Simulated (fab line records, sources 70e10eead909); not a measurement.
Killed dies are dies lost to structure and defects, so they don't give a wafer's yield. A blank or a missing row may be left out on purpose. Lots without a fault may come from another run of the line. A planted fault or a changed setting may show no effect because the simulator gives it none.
A struck lot beside a sound one | flow nand_harc | 15 steps out of a route of 1302
Sound: wafers L957.2, L957.3, L957.4. Struck: wafers L951.5, L951.6. The cause comes at the end.
At each step with rows: each side's tool, then ch and its chambers, then its first start. Under that, the readings that differ: sound wafers | struck wafers | difference of the means | sigmas: that difference in standard deviations of wafers without a fault.
alike: readings whose means differ by less than 2 such deviations, and words and numbers that are the same on both sides. not compared: withheld readings, readings that some wafer has no value for, bounds like >300 that may hide the same value, and numbers for which the record gives no deviation and whose values overlap.
The two part at a step that has a row with sigmas, a row that says differs or no value, or rows on one side only. Numbers that don't overlap but have no deviation are shown without sigmas and don't part them. A reading that every wafer of one side lacks parts them only if that side has two wafers or more.

first, 2 steps without rows for these wafers: NHARC_A_CONTACT_STRIP_104 (strips in CF4/CHF3); NHARC_A_CONTACT_STRIP_105 (strips in O2/COS).
NHARC_A_CONTACT_ETCH_106: etches the open film in CF4/O2, target depth 90 nm, overetch 9 nm, time 49.5 s.
  sound on rie_diel-08 ch 0,1,3, day 29 01:27; struck on rie_diel-12 ch 1,2, day 26 06:16
  reading                | sound    | struck | difference                    | sigmas
  rf_hours_counter_h (h) | 34 40 37 | - -    | no value on the struck wafers |
  alike: drypump_motor_current_A, oes_ar_750_au, oes_product_au, rf_vpp_V, showerhead_plenum_p_Torr, throttle_valve_pct
NHARC_A_CONTACT_STRIP_82: strips in O2.
  sound on rie_diel-08 ch 0,1,3; struck on rie_diel-12 ch 0,1
  reading                | sound                | struck        | difference                    | sigmas
  rf_hours_counter_h (h) | 35 37 40             | - -           | no value on the struck wafers |
  throttle_valve_pct (%) | 17.031 17.040 17.030 | 17.057 17.054 | +0.022                        | +2
  alike: drypump_motor_current_A, oes_product_au, rf_vpp_V, showerhead_plenum_p_Torr
then, 1 step without rows for these wafers: NHARC_A_CONTACT_STRIP_83 (strips in post etch residue remover, time 600 s).
NHARC_A_CONTACT_DEP_84: deposits aC, target thk 2800 nm.
  sound on acl_dep-01 ch 0, day 29 08:13; struck on acl_dep-01 ch 0, day 26 08:08
  alike: throttle_valve_pct
NHARC_A_CONTACT_DEP_85: deposits SiON, target thk 60 nm.
  sound on pecvd-02 ch 1,2, day 29 09:41; struck on pecvd-02 ch 0,2, day 26 08:51
  alike: heater_power_w, showerhead_vpp_V
then, 5 steps without rows for these wafers: NHARC_A_CONTACT_DEHYDRATE_00 (time 120 s); NHARC_A_CONTACT_HMDS_01 (time 30 s); NHARC_A_CONTACT_COAT_86 (time 75 s); NHARC_A_CONTACT_COAT_87 (time 65 s); NHARC_A_CONTACT_COAT_02 (resist thk 90 nm).
NHARC_A_CONTACT_SOFTBAKE_03: time 55 s.
  sound on litho_track-06 ch 0, day 29 09:00; struck on litho_track-04 ch 0, day 26 09:00
  reading                  | sound                | struck        | difference | sigmas
  heater_power_total_W (W) | 188.41 188.30 188.75 | 323.24 322.89 | +134.58    | +99 or more
then, 1 step without rows for these wafers: NHARC_A_CONTACT_EBR_04.
-- the record jumps here: 2 days lie between the struck wafers' starts before and after (it left off in module A_CONTACT and takes up again in module END, whose first step shown is number 1302 of the route) --
NHARC_END_SORT_01:
  sound on prober-02 ch 0, day 31 15:53; struck on prober-02 ch 0, day 28 13:49
  alike: killed_at_array, killed_at_other, killed_at_periphery, killed_dies, killed_open, killed_short

WHERE THEY PART
First at NHARC_A_CONTACT_ETCH_106; last, within this record, at NHARC_A_CONTACT_SOFTBAKE_03. Later steps at which nothing parts them and some readings are alike: NHARC_END_SORT_01.

WHY: what the simulator had put in
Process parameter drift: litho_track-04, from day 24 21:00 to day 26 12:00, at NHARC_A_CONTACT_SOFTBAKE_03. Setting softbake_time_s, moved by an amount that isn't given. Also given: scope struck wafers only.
